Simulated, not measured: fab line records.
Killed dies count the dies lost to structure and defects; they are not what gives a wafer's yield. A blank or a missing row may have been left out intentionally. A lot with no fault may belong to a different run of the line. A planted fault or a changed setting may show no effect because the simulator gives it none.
Which tool did it? / flow nand_harc / 6 lots, 18 wafers sampled, at 2 steps of a route of 1302

## WHAT EACH GAUGE READ, for each wafer
NHARC_P_ZERO_WELL_CD_MEAS_24 targets a cd of 720 nm.
lot=L952; measured=day 2 08:20; on=cd_sem-01; cd_nm (nm)=720.1 722.5 722.3
lot=L954; measured=day 3 04:28; on=cd_sem-03; cd_nm (nm)=718.6 719.0 720.2
lot=L956; measured=day 4 00:31; on=cd_sem-02; cd_nm (nm)=722.4 721.6 726.4
lot=L959; measured=day 5 06:37; on=cd_sem-01; cd_nm (nm)=722.2 722.8 723.0
lot=L969; measured=day 9 10:29; on=cd_sem-03; cd_nm (nm)=725.4 720.4 722.6
lot=L971; measured=day 10 06:28; on=cd_sem-03; cd_nm (nm)=720.5 722.7 720.1

## WHICH TOOL RAN EACH LOT (tool, then ch and the chambers of the sampled wafers, then the start)
lot=L952; NHARC_P_ZERO_WELL_ETCH_65=rie_diel-09 ch 0,1, day 2 07:21
lot=L954; NHARC_P_ZERO_WELL_ETCH_65=rie_diel-12 ch 2,3, day 3 03:22
lot=L956; NHARC_P_ZERO_WELL_ETCH_65=rie_diel-09 ch 0,1,2, day 3 23:32
lot=L959; NHARC_P_ZERO_WELL_ETCH_65=rie_diel-05 ch 1,2,3, day 5 05:31
lot=L969; NHARC_P_ZERO_WELL_ETCH_65=rie_diel-09 ch 1,2,3, day 9 09:29
lot=L971; NHARC_P_ZERO_WELL_ETCH_65=rie_diel-12 ch 0,1,2, day 10 05:28
- NHARC_P_ZERO_WELL_ETCH_65: etches the open film in N2/H2, target depth 80 nm, overetch 24 nm, time 87.88 s.

## THE ANSWER, worked out from the rows above alone
Rule: the usual values come from the lots themselves. Put in order of their means at a reading, lots are off if they are a third of the lots or fewer, leave a main group of 4 or more, and stand apart from it by a gap of 3 or more times the standard deviation of the main group's means; of several such gaps the widest counts. The tables above print the reading to a certain number of digits; a main group whose means all agree to those digits is not used. Also off: a lot with no number at a reading for which 4 or more lots have one. Any other lot the step has rows for is counted as sound.
Across all readings shown, no lot is off: no conclusion can be drawn from this.

## WHAT WAS PUT IN BY THE SIMULATOR
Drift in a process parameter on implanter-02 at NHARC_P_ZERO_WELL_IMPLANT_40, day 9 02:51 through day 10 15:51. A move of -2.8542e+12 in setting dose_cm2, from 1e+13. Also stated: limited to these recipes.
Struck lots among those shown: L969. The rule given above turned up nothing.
